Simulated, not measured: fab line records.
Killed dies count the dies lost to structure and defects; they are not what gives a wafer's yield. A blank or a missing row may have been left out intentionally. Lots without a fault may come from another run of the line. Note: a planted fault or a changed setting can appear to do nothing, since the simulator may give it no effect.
fab line records	flow n5_finfet
record: lots: 24	wafers: 72	last_day: 18
route steps=1938 shown BEOL_M3@973
lots that met no fault: taken from a fault-free run of the same line
start_h: start of the lot's first displayed wafer, in hours after the record's first day	wait_h: how many hours have passed since the lot's step before this one	" identical to the entry in the row above	L1.1+2: several wafers, shown together as one row	- no value present, or no start provided	* or withheld: withheld	< > ~ a bound
route shown NAME@n: a module of which the file shows steps, and the number in the route of the first	usual: mean and standard deviation over wafers with no fault	same: alike in all rows	chamber/n: place in a boat	sites: the reading at each site	_std_site: the standard deviation of these	_edge_site: the outer-site mean with the inner-site mean subtracted	radius_mm: for every site, how far away it sits from the centre of the wafer	mask NAME#n: copy n	behind: the last tool/chamber to shape the wafer	hold: the reason the lot was held/the length of the hold in hours/how it ended	device: whichever transistor did not switch (one of n, p or np)	end of line: the same wafers' tests at the end of the route	a step without rows: its recipe alone	killed: dies lost to structure and defects at the first sort, not the wafer's yield	map: the dies of a wafer, with x for killed, . for not killed, _ for no die there
set.NAME: the setting that was run; set.NAME@STEP: the one run at that earlier step	model.NAME: the simulator's own value behind a step, which no gauge read
route steps across a sampled set of lots; one table per step, one row per wafer
services: from which hour (start_h, from the record's first day; less than 0 if before it) a tool's chamber was out of use, for how many hours, and why
== steps ==
step: N5_BEOL_M3_ETCHBACK_99
recipe: chemistry: CHF3	target: SiO2	target_depth_a: 50	time_s: 10.4	source_w: 215	bias_w: 47	Ar_flow_sccm: 200	CHF3_flow_sccm: 12	ion_energy_ev: 100	pressure_mtorr: 30
usual: drypump_motor_current_A: 5.7/0.4	oes_ar_750_au: 0.78/0.093	oes_f_703_au: 0.79/0.094	oes_product_au: 0.78/0.097	rf_vpp_V: 240/3.6	showerhead_plenum_p_Torr: 2.16/0.066	throttle_valve_pct: 17.08/0.25
lot.wafer	tool	chamber	start_h	wait_h	drypump_motor_current_A	oes_ar_750_au	oes_f_703_au	oes_product_au	rf_hours_counter_h	rf_vpp_V	showerhead_plenum_p_Torr	throttle_valve_pct
L074.4	rie_diel-06	2	148.63	2.4	5.2	0.72	0.72	0.72	180	241	2.25	17.39
L074.5	"	0	"	"	5.9	0.70	0.72	0.69	-	236	2.11	17.13
L074.6	"	1	"	"	5.5	0.68	0.69	0.67	-	244	2.13	17.07
L075.1	rie_diel-02	0	151.21	0.6	5.9	0.71	0.71	0.70	223	240	2.05	17.68
L075.2	"	3	"	"	6.4	0.67	0.66	0.67	213	234	2.12	17.11
L075.6	"	3	"	"	6.4	0.67	0.66	0.68	-	232	2.12	17.14
L076.3	rie_diel-02	3	155.95	5.2	6.4	0.67	0.67	0.66	215	235	2.12	17.14
L076.4	"	0	"	"	5.9	0.71	0.71	0.70	225	240	2.05	17.65
L076.5	"	2	"	"	5.8	0.74	0.74	0.72	-	238	2.21	17.07
L077.2	rie_diel-06	3	167.35	8.0	5.5	0.90	0.90	0.90	28	241	2.19	16.80
L077.3	"	1	"	"	5.5	0.68	0.68	0.68	235	244	2.13	17.09
L077.6	"	3	"	"	5.5	0.90	0.91	0.91	-	242	2.19	16.80
L078.1	rie_diel-02	0	176.69	2.1	5.9	0.71	0.70	0.70	232	241	2.05	17.68
L078.3	"	2	"	"	5.8	0.73	0.74	0.72	189	238	2.21	17.11
L078.6	"	0	"	"	5.9	0.71	0.70	0.69	-	243	2.05	17.67
L079.3	rie_diel-02	2	188.26	6.0	5.8	0.73	0.74	0.71	194	238	2.21	17.11
L079.4	"	0	"	"	5.9	0.70	0.70	0.69	236	242	2.05	17.67
L079.6	"	0	"	"	5.9	0.70	0.70	0.69	-	241	2.05	17.69
L080.1	rie_diel-01	2	196.94	9.4	5.6	0.73	0.74	0.73	185	238	2.15	16.90
L080.4	"	3	"	"	5.9	0.82	0.83	0.82	106	239	2.25	16.93
L080.5	"	3	"	"	5.9	0.82	0.83	0.83	-	238	2.25	16.92
L081.1	rie_diel-06	1	197.41	1.7	5.5	0.67	0.67	0.67	247	244	2.12	17.12
L081.3	"	3	"	"	5.5	0.89	0.89	0.88	41	238	2.19	16.81
L081.5	"	1	"	"	5.5	0.67	0.67	0.67	-	245	2.12	17.10
L082.1	rie_diel-01	1	203.41	0.2	6.4	0.87	0.86	0.88	39	243	2.12	16.93
L082.2	"	0	"	"	5.4	0.79	0.79	0.79	89	242	2.17	17.31
L082.3	"	2	"	"	5.6	0.73	0.73	0.72	188	239	2.15	16.91
L083.2	rie_diel-06	1	203.44	0.2	5.5	0.67	0.67	0.66	249	244	2.12	17.11
L083.3	"	0	"	"	6.0	0.98	0.99	0.98	1	236	2.11	16.79
L083.5	"	1	"	"	5.5	0.67	0.66	0.66	-	243	2.12	17.11
L084.1	rie_diel-01	0	215.40	2.4	5.3	0.79	0.79	0.78	93	244	2.17	17.31
L084.3	"	2	"	"	5.6	0.73	0.72	0.72	191	238	2.15	16.91
L084.6	"	1	"	"	6.4	0.87	0.85	0.86	-	243	2.12	16.96
L085.3	rie_diel-01	0	220.55	2.0	5.4	0.79	0.79	0.79	95	241	2.17	17.33
L085.4	"	2	"	"	5.6	0.73	0.73	0.72	193	238	2.15	16.92
L085.6	"	1	"	"	6.4	0.85	0.85	0.87	-	243	2.11	16.97
L086.1	rie_diel-01	3	228.34	6.5	5.9	0.82	0.82	0.81	114	240	2.24	16.95
L086.4	"	1	"	"	6.4	0.85	0.84	0.86	47	243	2.12	16.96
L086.5	"	1	"	"	6.4	0.86	0.84	0.85	-	242	2.11	16.95
L087.2	rie_diel-06	3	235.30	4.0	5.5	0.86	0.86	0.87	54	240	2.19	16.85
L087.5	"	2	"	"	5.2	0.71	0.70	0.71	-	242	2.24	17.43
L087.6	"	1	"	"	5.5	0.99	1.00	0.99	-	244	2.12	16.66
L088.3	rie_diel-02	2	235.43	3.8	5.8	0.73	0.73	0.70	209	237	2.20	17.15
L088.4	"	1	"	"	5.2	0.75	0.75	0.73	-	234	2.05	16.80
L088.6	"	3	"	"	6.4	0.65	0.65	0.65	-	232	2.11	17.17
L089.3	rie_diel-01	0	248.30	6.9	5.4	0.78	0.78	0.77	104	241	2.17	17.34
L089.4	"	2	"	"	5.6	0.72	0.73	0.71	202	239	2.14	16.96
L089.6	"	0	"	"	5.4	0.77	0.78	0.78	-	241	2.17	17.35
L090.2	rie_diel-02	0	253.55	7.7	5.9	1.00	0.99	1.00	1	246	2.31	17.31
L090.4	"	1	"	"	5.2	0.75	0.75	0.73	186	233	2.05	16.81
L090.6	"	3	"	"	6.4	0.65	0.65	0.64	-	235	2.11	17.19
L091.1	rie_diel-02	2	257.48	8.5	5.8	0.72	0.72	0.69	218	237	2.20	17.15
L091.3	"	0	"	"	5.9	0.99	0.98	0.99	2	244	2.31	17.31
L091.6	"	1	"	"	5.2	0.74	0.74	0.73	-	232	2.05	16.80
L093.1	rie_diel-01	0	257.48	7.4	5.4	0.78	0.78	0.76	106	242	2.17	17.35
L093.2	"	2	"	"	5.6	0.71	0.72	0.71	205	238	2.14	16.94
L093.5	"	3	"	"	5.9	0.80	0.81	0.80	-	239	2.24	16.96
L092.2	rie_diel-02	1	262.16	10.7	5.2	0.74	0.74	0.74	189	233	2.05	16.83
L092.4	"	2	"	"	5.8	0.71	0.72	0.70	-	237	2.20	17.18
L092.6	"	0	"	"	5.9	0.97	0.97	0.98	-	246	2.31	17.31
L094.1	rie_diel-06	0	292.09	12.1	5.9	0.89	0.91	0.89	31	237	2.10	16.84
L094.2	"	3	"	"	5.5	0.84	0.85	0.84	74	241	2.18	16.89
L094.6	"	1	"	"	5.5	0.94	0.95	0.93	-	243	2.12	16.70
L095.1	rie_diel-06	2	295.18	11.0	5.2	0.70	0.68	0.69	230	241	2.23	17.47
L095.3	"	3	"	"	5.5	0.84	0.84	0.83	75	240	2.18	16.88
L095.5	"	2	"	"	5.2	0.70	0.69	0.69	-	241	2.23	17.47
L096.1	rie_diel-01	2	295.57	5.3	5.6	0.71	0.71	0.70	216	239	2.14	16.96
L096.2	"	1	"	"	6.5	0.83	0.82	0.84	68	244	2.11	16.99
L096.3	"	3	"	"	5.9	0.79	0.80	0.80	135	238	2.24	16.97
L097.2	rie_diel-06	3	298.32	10.2	5.5	0.83	0.85	0.83	75	240	2.18	16.88
L097.4	"	0	"	"	5.9	0.89	0.89	0.88	32	237	2.10	16.83
L097.6	"	1	"	"	5.5	0.93	0.94	0.93	-	243	2.12	16.69
step: N5_BEOL_M3_PRE_CLEAN_45
recipe: gas: H2/He	time_s: 30	temp_c: 250
usual: heater_power_w: 329/43
lot.wafer	tool	chamber	start_h	wait_h	heater_power_w
L074.4	pvd_sputter-01	-	149.66	0.0	298
L074.5	"	-	"	"	340
L074.6	"	-	"	"	296
L075.1	pvd_sputter-01	-	152.46	0.0	348
L075.2	"	-	"	"	296
L075.6	"	-	"	"	332
L076.3	pvd_sputter-02	-	156.81	0.0	334
L076.4	"	-	"	"	346
L076.5	"	-	"	"	248
L077.2	pvd_sputter-02	-	168.02	0.0	347
L077.3	"	-	"	"	438
L077.6	"	-	"	"	341
L078.1	pvd_sputter-03	-	177.66	0.0	311
L078.3	"	-	"	"	285
L078.6	"	-	"	"	316
L079.3	pvd_sputter-02	-	189.16	0.0	434
L079.4	"	-	"	"	339
L079.6	"	-	"	"	257
L080.1	pvd_sputter-01	-	197.94	0.0	301
L080.4	"	-	"	"	342
L080.5	"	-	"	"	351
L081.1	pvd_sputter-03	-	198.32	0.0	322
L081.3	"	-	"	"	316
L081.5	"	-	"	"	292
L082.1	pvd_sputter-03	-	204.04	0.0	311
L082.2	"	-	"	"	311
L082.3	"	-	"	"	293
L083.2	pvd_sputter-02	-	204.13	0.0	428
L083.3	"	-	"	"	346
L083.5	"	-	"	"	426
L084.1	pvd_sputter-03	-	216.28	0.0	324
L084.3	"	-	"	"	308
L084.6	"	-	"	"	308
L085.3	pvd_sputter-01	-	221.28	0.0	352
L085.4	"	-	"	"	339
L085.6	"	-	"	"	297
L086.1	pvd_sputter-01	-	229.47	0.0	323
L086.4	"	-	"	"	299
L086.5	"	-	"	"	345
L087.2	pvd_sputter-01	-	236.55	0.0	317
L087.5	"	-	"	"	348
L087.6	"	-	"	"	295
L088.3	pvd_sputter-02	-	236.94	0.0	421
L088.4	"	-	"	"	333
L088.6	"	-	"	"	338
L089.3	pvd_sputter-01	-	249.25	0.0	305
L089.4	"	-	"	"	349
L089.6	"	-	"	"	328
L090.2	pvd_sputter-02	-	254.38	0.0	337
L090.4	"	-	"	"	424
L090.6	"	-	"	"	344
L093.1	pvd_sputter-01	-	258.11	0.0	350
L093.2	"	-	"	"	318
L093.5	"	-	"	"	306
L091.1	pvd_sputter-03	-	258.11	0.0	309
L091.3	"	-	"	"	320
L091.6	"	-	"	"	323
L092.2	pvd_sputter-01	-	263.07	0.0	343
L092.4	"	-	"	"	319
L092.6	"	-	"	"	351
L094.1	pvd_sputter-03	-	292.89	0.0	309
L094.2	"	-	"	"	324
L094.6	"	-	"	"	290
L095.1	pvd_sputter-01	-	296.22	0.0	323
L095.3	"	-	"	"	344
L095.5	"	-	"	"	320
L096.1	pvd_sputter-01	-	296.76	0.0	292
L096.2	"	-	"	"	348
L096.3	"	-	"	"	328
L097.2	pvd_sputter-03	-	299.18	0.0	321
L097.4	"	-	"	"	327
L097.6	"	-	"	"	326
step: N5_BEOL_M3_SPUTTER_48
recipe: material: Cu	target_thk_a: 45	temp_c: -20	chamber_pressure_pa: 0.07	power_w: withheld	time_s: 8.29
usual: chuck_gas_flow_sccm: 1.28/0.049	throttle_valve_pct: 30.0/1.1
lot.wafer	tool	chamber	start_h	wait_h	chuck_gas_flow_sccm	throttle_valve_pct
L074.4	pvd_sputter-01	-	150.20	0.0	1.25	29.4
L074.5	"	-	"	"	1.37	28.2
L074.6	"	-	"	"	1.31	30.4
L075.1	pvd_sputter-01	-	153.02	0.1	1.26	28.7
L075.2	"	-	"	"	1.29	30.3
L075.6	"	-	"	"	1.21	29.0
L076.3	pvd_sputter-03	-	157.81	0.3	1.30	30.4
L076.4	"	-	"	"	1.31	30.3
L076.5	"	-	"	"	1.36	30.1
L077.2	pvd_sputter-03	-	170.25	1.4	1.29	29.8
L077.3	"	-	"	"	1.29	32.7
L077.6	"	-	"	"	1.36	29.8
L078.1	pvd_sputter-01	-	178.29	0.1	1.29	29.4
L078.3	"	-	"	"	1.22	28.8
L078.6	"	-	"	"	1.28	28.3
L079.3	pvd_sputter-03	-	189.85	0.1	1.27	30.3
L079.4	"	-	"	"	1.31	29.6
L079.6	"	-	"	"	1.33	32.3
L080.1	pvd_sputter-01	-	198.46	0.1	1.27	28.5
L080.4	"	-	"	"	1.32	30.6
L080.5	"	-	"	"	1.24	28.4
L081.1	pvd_sputter-01	-	200.82	1.4	1.15	30.6
L081.3	"	-	"	"	1.32	28.5
L081.5	"	-	"	"	1.24	29.9
L082.1	pvd_sputter-01	-	204.58	0.1	1.27	28.6
L082.2	"	-	"	"	1.19	28.5
L082.3	"	-	"	"	1.27	29.5
L083.2	pvd_sputter-03	-	206.00	1.2	1.27	30.4
L083.3	"	-	"	"	1.23	29.6
L083.5	"	-	"	"	1.22	30.3
L084.1	pvd_sputter-02	-	217.05	0.1	1.29	30.2
L084.3	"	-	"	"	1.29	31.4
L084.6	"	-	"	"	1.29	31.3
L085.3	pvd_sputter-02	-	222.25	0.2	1.23	30.7
L085.4	"	-	"	"	1.33	30.0
L085.6	"	-	"	"	1.27	30.3
L086.1	pvd_sputter-01	-	230.53	0.3	1.19	29.4
L086.4	"	-	"	"	1.23	28.4
L086.5	"	-	"	"	1.27	28.3
L087.2	pvd_sputter-02	-	237.10	0.1	1.28	29.8
L087.5	"	-	"	"	1.30	30.0
L087.6	"	-	"	"	1.40	30.7
L088.3	pvd_sputter-01	-	237.63	0.1	1.33	28.6
L088.4	"	-	"	"	1.22	29.5
L088.6	"	-	"	"	1.25	28.9
L089.3	pvd_sputter-03	-	250.36	0.6	1.28	32.3
L089.4	"	-	"	"	1.24	29.6
L089.6	"	-	"	"	1.28	30.1
L090.2	pvd_sputter-03	-	255.37	0.2	1.30	29.7
L090.4	"	-	"	"	1.26	30.3
L090.6	"	-	"	"	1.23	32.4
L093.1	pvd_sputter-02	-	259.25	0.1	1.34	29.6
L093.2	"	-	"	"	1.25	30.0
L093.5	"	-	"	"	1.33	30.1
L091.1	pvd_sputter-01	-	259.29	0.1	1.31	30.5
L091.3	"	-	"	"	1.28	28.5
L091.6	"	-	"	"	1.33	28.3
L092.2	pvd_sputter-02	-	263.92	0.2	1.34	30.2
L092.4	"	-	"	"	1.31	29.9
L092.6	"	-	"	"	1.27	30.8
L094.1	pvd_sputter-03	-	293.48	0.2	1.28	30.7
L094.2	"	-	"	"	1.13	29.8
L094.6	"	-	"	"	1.32	32.6
L095.1	pvd_sputter-03	-	296.92	0.1	1.28	30.4
L095.3	"	-	"	"	1.29	29.6
L095.5	"	-	"	"	1.35	32.1
L096.1	pvd_sputter-01	-	297.62	0.2	1.30	28.4
L096.2	"	-	"	"	1.28	29.4
L096.3	"	-	"	"	1.28	28.9
L097.2	pvd_sputter-02	-	299.88	0.2	1.19	30.1
L097.4	"	-	"	"	1.33	29.7
L097.6	"	-	"	"	1.26	30.6
step: N5_BEOL_M3_ANNEAL_49
recipe: temp_c: 400	time_s: 240	ambient: vacuum
usual: heater_power_w: 827/110
lot.wafer	tool	chamber	start_h	wait_h	heater_power_w
L074.4	pvd_sputter-01	-	150.28	0.0	874
L074.5	"	-	"	"	802
L074.6	"	-	"	"	747
L075.1	pvd_sputter-01	-	153.10	0.0	890
L075.2	"	-	"	"	757
L075.6	"	-	"	"	858
L076.3	pvd_sputter-03	-	157.89	0.0	793
L076.4	"	-	"	"	814
L076.5	"	-	"	"	809
L077.2	pvd_sputter-03	-	170.33	0.0	713
L077.3	"	-	"	"	812
L077.6	"	-	"	"	731
L078.1	pvd_sputter-01	-	178.37	0.0	870
L078.3	"	-	"	"	867
L078.6	"	-	"	"	811
L079.3	pvd_sputter-03	-	189.93	0.0	815
L079.4	"	-	"	"	716
L079.6	"	-	"	"	811
L080.1	pvd_sputter-01	-	198.54	0.0	849
L080.4	"	-	"	"	747
L080.5	"	-	"	"	814
L081.1	pvd_sputter-01	-	200.90	0.0	749
L081.3	"	-	"	"	851
L081.5	"	-	"	"	746
L082.1	pvd_sputter-01	-	204.66	0.0	858
L082.2	"	-	"	"	792
L082.3	"	-	"	"	872
L083.2	pvd_sputter-03	-	206.08	0.0	795
L083.3	"	-	"	"	728
L083.5	"	-	"	"	801
L084.1	pvd_sputter-02	-	217.13	0.0	1034
L084.3	"	-	"	"	1016
L084.6	"	-	"	"	1085
L085.3	pvd_sputter-02	-	222.33	0.0	623
L085.4	"	-	"	"	1075
L085.6	"	-	"	"	1055
L086.1	pvd_sputter-01	-	230.61	0.0	864
L086.4	"	-	"	"	806
L086.5	"	-	"	"	812
L087.2	pvd_sputter-02	-	237.18	0.0	827
L087.5	"	-	"	"	1046
L087.6	"	-	"	"	594
L088.3	pvd_sputter-01	-	237.71	0.0	880
L088.4	"	-	"	"	868
L088.6	"	-	"	"	842
L089.3	pvd_sputter-03	-	250.44	0.0	797
L089.4	"	-	"	"	715
L089.6	"	-	"	"	808
L090.2	pvd_sputter-03	-	255.46	0.0	716
L090.4	"	-	"	"	792
L090.6	"	-	"	"	817
L093.1	pvd_sputter-02	-	259.34	0.0	837
L093.2	"	-	"	"	1049
L093.5	"	-	"	"	1042
L091.1	pvd_sputter-01	-	259.37	0.0	745
L091.3	"	-	"	"	830
L091.6	"	-	"	"	815
L092.2	pvd_sputter-02	-	264.00	0.0	1041
L092.4	"	-	"	"	835
L092.6	"	-	"	"	611
L094.1	pvd_sputter-03	-	293.56	0.0	781
L094.2	"	-	"	"	723
L094.6	"	-	"	"	831
L095.1	pvd_sputter-03	-	297.00	0.0	757
L095.3	"	-	"	"	718
L095.5	"	-	"	"	792
L096.1	pvd_sputter-01	-	297.70	0.0	803
L096.2	"	-	"	"	864
L096.3	"	-	"	"	849
L097.2	pvd_sputter-02	-	299.96	0.0	1032
L097.4	"	-	"	"	851
L097.6	"	-	"	"	612
step: N5_BEOL_M3_SPUTTER_81
recipe: material: Cu	target_thk_a: 45	temp_c: -20	chamber_pressure_pa: 0.07	power_w: withheld	time_s: 8.29
usual: chuck_gas_flow_sccm: 1.27/0.05	throttle_valve_pct: 30.1/1.1
lot.wafer	tool	chamber	start_h	wait_h	chuck_gas_flow_sccm	throttle_valve_pct
L074.4	pvd_sputter-01	-	150.64	0.1	1.28	29.2
L074.5	"	-	"	"	1.24	28.5
L074.6	"	-	"	"	1.32	30.4
L075.1	pvd_sputter-01	-	153.46	0.1	1.24	28.4
L075.2	"	-	"	"	1.19	30.4
L075.6	"	-	"	"	1.17	28.7
L076.3	pvd_sputter-03	-	158.25	0.1	1.23	30.3
L076.4	"	-	"	"	1.28	30.2
L076.5	"	-	"	"	1.34	30.6
L077.2	pvd_sputter-03	-	170.69	0.1	1.25	29.6
L077.3	"	-	"	"	1.28	32.3
L077.6	"	-	"	"	1.29	29.9
L078.1	pvd_sputter-01	-	178.73	0.1	1.36	29.5
L078.3	"	-	"	"	1.29	28.4
L078.6	"	-	"	"	1.22	28.4
L079.3	pvd_sputter-03	-	190.29	0.1	1.28	30.4
L079.4	"	-	"	"	1.32	29.7
L079.6	"	-	"	"	1.29	32.4
L080.1	pvd_sputter-01	-	198.90	0.1	1.27	28.7
L080.4	"	-	"	"	1.19	30.4
L080.5	"	-	"	"	1.22	28.3
L081.1	pvd_sputter-01	-	201.26	0.1	1.26	30.3
L081.3	"	-	"	"	1.33	28.7
L081.5	"	-	"	"	1.25	30.6
L082.1	pvd_sputter-01	-	205.02	0.1	1.23	28.5
L082.2	"	-	"	"	1.30	28.4
L082.3	"	-	"	"	1.29	29.4
L083.2	pvd_sputter-03	-	206.44	0.1	1.23	30.4
L083.3	"	-	"	"	1.29	29.9
L083.5	"	-	"	"	1.23	30.1
L084.1	pvd_sputter-02	-	217.49	0.1	1.33	30.1
L084.3	"	-	"	"	1.22	31.3
L084.6	"	-	"	"	1.27	31.6
L085.3	pvd_sputter-02	-	222.69	0.1	1.27	30.6
L085.4	"	-	"	"	1.33	30.1
L085.6	"	-	"	"	1.26	30.2
L086.1	pvd_sputter-01	-	230.97	0.1	1.33	29.5
L086.4	"	-	"	"	1.25	28.3
L086.5	"	-	"	"	1.29	28.6
L087.2	pvd_sputter-02	-	237.54	0.1	1.17	29.7
L087.5	"	-	"	"	1.22	30.1
L087.6	"	-	"	"	1.26	30.7
L088.3	pvd_sputter-01	-	238.07	0.1	1.30	28.6
L088.4	"	-	"	"	1.28	29.3
L088.6	"	-	"	"	1.27	28.6
L089.3	pvd_sputter-03	-	250.80	0.1	1.21	32.5
L089.4	"	-	"	"	1.32	29.7
L089.6	"	-	"	"	1.26	30.2
L090.2	pvd_sputter-03	-	255.86	0.1	1.23	29.9
L090.4	"	-	"	"	1.29	30.4
L090.6	"	-	"	"	1.32	32.3
L093.1	pvd_sputter-02	-	259.73	0.1	1.33	29.8
L093.2	"	-	"	"	1.38	30.1
L093.5	"	-	"	"	1.32	30.0
L091.1	pvd_sputter-01	-	259.73	0.1	1.33	30.1
L091.3	"	-	"	"	1.27	28.7
L091.6	"	-	"	"	1.25	28.6
L092.2	pvd_sputter-02	-	264.36	0.1	1.33	30.1
L092.4	"	-	"	"	1.24	29.9
L092.6	"	-	"	"	1.28	30.7
L094.1	pvd_sputter-03	-	293.92	0.1	1.22	30.6
L094.2	"	-	"	"	1.11	29.7
L094.6	"	-	"	"	1.22	32.5
L095.1	pvd_sputter-03	-	297.36	0.1	1.24	30.6
L095.3	"	-	"	"	1.37	29.8
L095.5	"	-	"	"	1.32	32.3
L096.1	pvd_sputter-01	-	298.06	0.1	1.25	28.3
L096.2	"	-	"	"	1.35	29.2
L096.3	"	-	"	"	1.35	28.7
L097.2	pvd_sputter-02	-	300.32	0.1	1.27	30.1
L097.4	"	-	"	"	1.35	29.8
L097.6	"	-	"	"	1.20	30.6
step: N5_BEOL_M3_SPUTTER_96
recipe: material: Cu	target_thk_a: 45	temp_c: -20	chamber_pressure_pa: 0.07	power_w: withheld	time_s: 8.29
usual: chuck_gas_flow_sccm: 1.26/0.052	throttle_valve_pct: 30.0/1.1
lot.wafer	tool	chamber	start_h	wait_h	chuck_gas_flow_sccm	throttle_valve_pct
L074.4	pvd_sputter-01	-	151.96	0.1	1.18	29.4
L074.5	"	-	"	"	1.18	28.4
L074.6	"	-	"	"	1.23	30.3
L075.1	pvd_sputter-01	-	154.78	0.1	1.30	28.4
L075.2	"	-	"	"	1.24	30.5
L075.6	"	-	"	"	1.25	28.6
L076.3	pvd_sputter-03	-	167.46	0.1	1.19	30.5
L076.4	"	-	"	"	1.31	30.4
L076.5	"	-	"	"	1.31	30.3
L077.2	pvd_sputter-03	-	172.01	0.1	1.36	29.9
L077.3	"	-	"	"	1.37	31.9
L077.6	"	-	"	"	1.28	29.9
L078.1	pvd_sputter-01	-	180.05	0.1	1.23	29.3
L078.3	"	-	"	"	1.32	28.6
L078.6	"	-	"	"	1.30	28.5
L079.3	pvd_sputter-03	-	191.61	0.1	1.21	30.5
L079.4	"	-	"	"	1.22	29.7
L079.6	"	-	"	"	1.35	32.3
L080.1	pvd_sputter-01	-	200.22	0.1	1.15	28.4
L080.4	"	-	"	"	1.30	30.4
L080.5	"	-	"	"	1.13	28.4
L081.1	pvd_sputter-01	-	202.58	0.1	1.23	30.2
L081.3	"	-	"	"	1.29	28.5
L081.5	"	-	"	"	1.27	30.4
L082.1	pvd_sputter-01	-	206.34	0.1	1.28	28.9
L082.2	"	-	"	"	1.25	28.4
L082.3	"	-	"	"	1.32	29.2
L083.2	pvd_sputter-03	-	207.76	0.1	1.20	30.2
L083.3	"	-	"	"	1.28	29.7
L083.5	"	-	"	"	1.30	30.4
L084.1	pvd_sputter-02	-	218.81	0.1	1.28	30.3
L084.3	"	-	"	"	1.22	31.2
L084.6	"	-	"	"	1.30	31.2
L085.3	pvd_sputter-02	-	224.01	0.1	1.23	30.9
L085.4	"	-	"	"	1.34	30.0
L085.6	"	-	"	"	1.27	30.1
L086.1	pvd_sputter-01	-	232.29	0.1	1.19	29.4
L086.4	"	-	"	"	1.21	28.5
L086.5	"	-	"	"	1.35	28.4
L087.2	pvd_sputter-02	-	238.86	0.1	1.26	29.8
L087.5	"	-	"	"	1.28	30.0
L087.6	"	-	"	"	1.25	30.4
L088.3	pvd_sputter-01	-	239.39	0.1	1.20	28.6
L088.4	"	-	"	"	1.28	29.5
L088.6	"	-	"	"	1.30	28.6
L089.3	pvd_sputter-03	-	252.12	0.1	1.27	32.4
L089.4	"	-	"	"	1.20	30.0
L089.6	"	-	"	"	1.26	30.2
L090.2	pvd_sputter-03	-	257.25	0.1	1.27	29.9
L090.4	"	-	"	"	1.23	30.5
L090.6	"	-	"	"	1.30	32.4
L091.1	pvd_sputter-01	-	261.05	0.1	1.23	30.3
L091.3	"	-	"	"	1.34	28.5
L091.6	"	-	"	"	1.27	28.3
L093.1	pvd_sputter-02	-	261.12	0.1	1.13	30.0
L093.2	"	-	"	"	1.29	30.2
L093.5	"	-	"	"	1.24	30.2
L092.2	pvd_sputter-02	-	265.68	0.1	1.24	30.1
L092.4	"	-	"	"	1.30	29.8
L092.6	"	-	"	"	1.25	30.3
L094.1	pvd_sputter-03	-	295.24	0.1	1.30	30.3
L094.2	"	-	"	"	1.19	29.5
L094.6	"	-	"	"	1.30	32.2
L095.1	pvd_sputter-03	-	298.68	0.1	1.41	30.5
L095.3	"	-	"	"	1.32	29.9
L095.5	"	-	"	"	1.31	32.2
L096.1	pvd_sputter-01	-	299.38	0.1	1.14	28.3
L096.2	"	-	"	"	1.27	29.6
L096.3	"	-	"	"	1.18	28.6
L097.2	pvd_sputter-02	-	301.64	0.1	1.27	30.0
L097.4	"	-	"	"	1.37	29.4
L097.6	"	-	"	"	1.27	31.0
== services ==
tool	chamber	start_h	hours	kind
rie_diel-06	2	162.47	4.1	repair
rie_diel-01	-	165.45	15.6	pm
rie_diel-06	0	175.79	-	clean
rie_diel-06	0	175.79	-	consumable_replace:focus_ring
rie_diel-06	0	175.79	25.3	scheduled_down
rie_diel-06	0	175.79	25.3	vent_cycle
rie_diel-06	1	206.38	-	clean
rie_diel-06	1	206.38	-	consumable_replace:focus_ring
rie_diel-06	1	206.38	20.7	scheduled_down
rie_diel-06	1	206.38	20.7	vent_cycle
rie_diel-02	0	230.12	-	clean
rie_diel-02	0	230.12	-	consumable_replace:focus_ring
rie_diel-02	0	230.12	-	consumable_replace:showerhead
rie_diel-02	0	230.12	22.2	scheduled_down
rie_diel-02	0	230.12	22.2	vent_cycle
rie_diel-06	1	250.77	15.2	repair
rie_diel-02	3	253.91	-	clean
rie_diel-02	3	253.91	-	consumable_replace:focus_ring
rie_diel-02	3	253.91	32.5	scheduled_down
rie_diel-02	3	253.91	32.5	vent_cycle
== key ==
fault none
